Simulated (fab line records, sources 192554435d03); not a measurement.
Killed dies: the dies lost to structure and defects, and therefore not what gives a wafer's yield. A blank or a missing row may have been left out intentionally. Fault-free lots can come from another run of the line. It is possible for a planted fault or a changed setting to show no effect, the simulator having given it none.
Chamber matching	flow n5_finfet	rie_diel-05 running N5_BEOL_M11_VIA_ETCH_34: 4 sister chambers
The step etches SiCOH lowk in C4F6/O2, target depth 184.5 nm, time 69.2 s. 4 wafers are shown with their chamber, then 9 later ones without.

== WAFERS, EACH WITH ITS CHAMBER ==
wafer	chamber	showerhead_plenum_p_Torr (Torr)
L082.1	1	2.81
L085.2	2	3.01
L086.3	0	2.80
L086.6	3	2.74

== WAFERS WITHOUT THEIR CHAMBER ==
wafer	showerhead_plenum_p_Torr (Torr)
L090.2	2.80
L090.5	2.81
L090.6	2.80
L091.1	3.01
L091.4	2.80
L091.5	2.73
L092.1	2.80
L092.2	3.01
L092.5	2.80

== WHICH CHAMBER EACH WENT THROUGH ==
wafer	from the rows above	in truth
L090.2	0	0
L090.5	1	1
L090.6	0	0
L091.1	2	2
L091.4	0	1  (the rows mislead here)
L091.5	3	3
L092.1	0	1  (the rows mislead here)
L092.2	2	2
L092.5	0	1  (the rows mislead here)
Correct placement for 6 of the 9. Left unplaced by these rows: 0. Number placed wrongly: 3.
How it was worked out, from the rows above alone: a wafer's distance from a chamber is the root of the sum, over the readings, of the square of ((its reading less the chamber's mean) divided by the reading's scatter). If the next closest chamber is less than 2 further off than the closest, the wafer can't be placed; otherwise it belongs to the closest. A chamber's mean is the mean of its shown wafers. The scatter: root of mean squared gap, hidden wafer to nearest shown wafer, with one shown wafer a chamber.
